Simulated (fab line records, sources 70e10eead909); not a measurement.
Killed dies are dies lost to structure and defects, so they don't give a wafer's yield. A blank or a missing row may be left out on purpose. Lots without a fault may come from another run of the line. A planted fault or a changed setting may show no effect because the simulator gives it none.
Chamber matching | flow nand_harc | NHARC_P_BONDPAD_DEP_00 on pecvd-03: 3 sister chambers
The step deposits SiCN, target thk 250 nm. 6 wafers are shown with their chamber, then 10 later ones without.

WAFERS WITH THEIR CHAMBER
wafer  | chamber | heater_power_w (W)
L088.4 | 2       | 593
L090.1 | 1       | 451
L090.2 | 0       | 667
L090.6 | 0       | 658
L092.1 | 1       | 491
L092.2 | 2       | 627

WAFERS WITHOUT THEIR CHAMBER
wafer  | heater_power_w (W)
L092.4 | 644
L093.3 | 651
L093.4 | 485
L093.5 | 675
L095.4 | 574
L095.5 | 737
L095.6 | 438
L096.1 | 731
L096.2 | 484
L096.5 | 613

WHICH CHAMBER EACH WENT THROUGH
wafer  | from the rows above     | in truth
L092.4 | can't be placed: 0 or 2 | 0
L093.3 | can't be placed: 0 or 2 | 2
L093.4 | 1                       | 1
L093.5 | 0                       | 0
L095.4 | 2                       | 2
L095.5 | 0                       | 0
L095.6 | 1                       | 1
L096.1 | 0                       | 0
L096.2 | 1                       | 1
L096.5 | 2                       | 2
Placed correctly: 8 of 10. Can't be placed from these rows: 2 (the true chamber is among the candidates in 2). Placed wrongly: 0.
How it was worked out, from the rows above alone: a wafer's distance from a chamber is the root of the sum, over the readings, of the square of ((its reading less the chamber's mean) divided by the reading's scatter). The wafer belongs to the nearest chamber; if the next one is less than 2 further off, it can't be placed. A chamber's mean is the mean of its shown wafers. The scatter: the root of (the sum of the squares of (reading less its chamber's mean) over the shown wafers, divided by (wafers less chambers)).
